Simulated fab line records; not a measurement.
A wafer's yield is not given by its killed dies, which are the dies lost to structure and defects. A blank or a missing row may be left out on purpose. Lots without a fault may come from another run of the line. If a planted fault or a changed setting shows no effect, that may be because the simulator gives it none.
Which tool is to blame?	flow nandHarc	14 lots, 42 wafers sampled, at 3 steps of a route of 1159

WHAT EACH GAUGE READ, for each wafer
NHARC_END_SORT_01.
lot	measured	on	killedAtArray	killedAtOther	killedAtPeriphery	killedDies	killedOpen	killedShort
L818	day 22 09:26	prober-02	16 18 13	0 0 0	63 38 70	79 56 83	1 2 5	4 2 1
L816	day 22 14:59	prober-01	24 35 32	0 1 0	74 33 34	98 69 66	3 5 2	1 0 1

TOOL THAT RAN EACH LOT (tool first, then ch and the chambers of the sampled wafers, then the start)
lot	NHARC_P_CONTACT_DEP_30	NHARC_THIN_TSV_DEGAS_49
L805	pecvd-01 ch 0,1,2, day 5 09:20	pvdSputter-03, day 18 11:46
L806	pecvd-04 ch 0,2, day 5 10:25	pvdSputter-02, day 19 02:39
L807	pecvd-04 ch 0,1, day 6 00:22	pvdSputter-01, day 19 03:52
L808	pecvd-04 ch 0,2, day 6 02:31	pvdSputter-02, day 19 04:55
L809	pecvd-04 ch 0,1,2, day 6 17:58	pvdSputter-01, day 20 10:22
L811	pecvd-03 ch 0,1,2, day 7 03:50	pvdSputter-01, day 20 19:02
L812	pecvd-03 ch 0,1,2, day 7 08:19	pvdSputter-01, day 21 00:17
L818	pecvd-03 ch 0,1, day 8 20:01	pvdSputter-03, day 21 18:24
L816	pecvd-03 ch 1,2, day 8 21:34	pvdSputter-01, day 22 02:36
L823	pecvd-04 ch 0,1, day 9 23:48	pvdSputter-02, day 23 14:52
L824	pecvd-01 ch 0,1,2, day 10 05:26	pvdSputter-02, day 24 05:50
L825	pecvd-01 ch 0,1,2, day 10 12:49	pvdSputter-02, day 23 22:27
L826	pecvd-04 ch 1,2, day 10 18:37	pvdSputter-02, day 24 04:49
L828	pecvd-03 ch 0,1,2, day 11 03:51	pvdSputter-01, day 24 17:28
- NHARC_P_CONTACT_DEP_30: deposits SiNx, target thk 30 nm.
- NHARC_THIN_TSV_DEGAS_49: time 120 s.

AS READ BY THE TOOLS THEMSELVES (means over the sampled wafers that have a number; for cases with no such wafer, the mark the record gives instead)
NHARC_P_CONTACT_DEP_30.
lot	tool	heaterPowerW (W)
L805	pecvd-01	680
L806	pecvd-04	779
L807	pecvd-04	877
L808	pecvd-04	778
L809	pecvd-04	773
L811	pecvd-03	674
L812	pecvd-03	717
L818	pecvd-03	748
L816	pecvd-03	781
L823	pecvd-04	836
L824	pecvd-01	672
L825	pecvd-01	677
L826	pecvd-04	686
L828	pecvd-03	683

NHARC_THIN_TSV_DEGAS_49.
lot	tool	heaterPowerW (W)
L805	pvdSputter-03	459
L806	pvdSputter-02	460
L807	pvdSputter-01	465
L808	pvdSputter-02	475
L809	pvdSputter-01	442
L811	pvdSputter-01	457
L812	pvdSputter-01	470
L818	pvdSputter-03	458
L816	pvdSputter-01	488
L823	pvdSputter-02	460
L824	pvdSputter-02	448
L825	pvdSputter-02	476
L826	pvdSputter-02	476
L828	pvdSputter-01	517

THE ANSWER, worked out from the rows above alone
Rule: the usual values come from the lots themselves. The widest of any qualifying gaps counts: lots, ordered by their means at a reading, are off when they make up no more than a third of the lots, leave a main group of 4 or more, and stand apart from it by 3 or more times the standard deviation of that group's means. If all means in a main group match to the digits the tables above print for the reading, that group is not used. A lot without any number at a reading at which 4 lots or more have one is off too. The other lots that the step has rows for count as sound. Order of review: gauges by route order, followed by the tools' own readings, for which a lot's mean as printed above is used. At the first step where some lot is off, the reading lying furthest off is the one used; lots without a number count as furthest.
No lot is off on any of the readings shown, so nothing can be concluded from this.

WHAT THE SIMULATOR HAD PUT IN
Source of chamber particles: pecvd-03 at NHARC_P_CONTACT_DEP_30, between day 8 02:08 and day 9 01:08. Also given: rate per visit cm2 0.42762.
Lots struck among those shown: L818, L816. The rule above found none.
